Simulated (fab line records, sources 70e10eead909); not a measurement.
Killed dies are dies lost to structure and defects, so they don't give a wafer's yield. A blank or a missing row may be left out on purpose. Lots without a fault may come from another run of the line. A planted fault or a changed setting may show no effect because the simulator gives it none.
One fault seen from 2 desks | flow nand_harc | each desk has only its own numbers; what lay behind them comes last

THE METROLOGY DESK
What the gauges read, lot by lot, whatever tool the lot ran on: means of the sampled wafers that have a number. A lot is out of limits, marked OUT, if its mean lies more than 4 standard deviations from the usual mean; the brackets give that distance. Of its 8 readings 7 are shown: those that lie furthest out on some lot.
Columns: A = cd_nm at NHARC_A_BONDPAD_CD_MEAS_09, usual 500.8 nm; B = overlay_x_nm at NHARC_A_BONDPAD_OVL_MEAS_35, usual -4 nm; C = overlay_y_nm at NHARC_A_BONDPAD_OVL_MEAS_35, usual 0 nm; D = cd_nm at NHARC_A_BONDPAD_CD_MEAS_13, usual 499.9 nm; E = overlay_x_nm at NHARC_HYBRID_BOND_OVL_MEAS_05, usual 4 nm; F = overlay_y_nm at NHARC_HYBRID_BOND_OVL_MEAS_05, usual 1 nm; G = thk_nm at NHARC_THIN_TSV_THK_MEAS_02, usual 3020 nm
lot  | first seen here | A     | B   | C  | D     | E   | F   | G
L260 | day 22 22:09    | 501.9 | -4  | -3 | 501.4 | -0  | -13 | 3016
L265 | day 24 11:20    | 501.8 | -6  | -3 | 500.9 | -10 | -8  | 3159
L273 | day 28 08:18    | 499.5 | -1  | 0  | 498.4 | 31  | -19 | 3005
L280 | day 32 05:21    | 502.1 | 2   | 1  | 502.0 | -25 | 5   | 3151
L283 | day 32 11:24    | 503.3 | -10 | -7 | 502.1 | -4  | -12 | 2741
This desk's finding: nothing out of limits on any of the 5 lots.

THE TOOL OWNER'S DESK: wet_bench-10
The tool's own readings at NHARC_A_BONDPAD_STRIP_16 (strips in post etch residue remover, time 600 s): means of the sampled wafers that have a number, for each lot that ran on this tool. A lot is out of limits, marked OUT, if its mean lies more than 4 standard deviations from the usual mean; the brackets give that distance.
Columns: A = bath_heat_duty_pct at NHARC_A_BONDPAD_STRIP_16, usual 13.1 %
lot  | first seen here | A
L260 | day 22 23:02    | 12.4
L265 | day 24 12:13    | 14.1
L273 | day 28 09:20    | 13.3
L280 | day 32 06:18    | 13.0
This desk's finding: nothing out of limits on any of the 4 lots.

PUT TOGETHER
The metrology desk saw nothing out of limits.
The tool owner's desk saw nothing out of limits.

WHAT THE SIMULATOR HAD PUT IN
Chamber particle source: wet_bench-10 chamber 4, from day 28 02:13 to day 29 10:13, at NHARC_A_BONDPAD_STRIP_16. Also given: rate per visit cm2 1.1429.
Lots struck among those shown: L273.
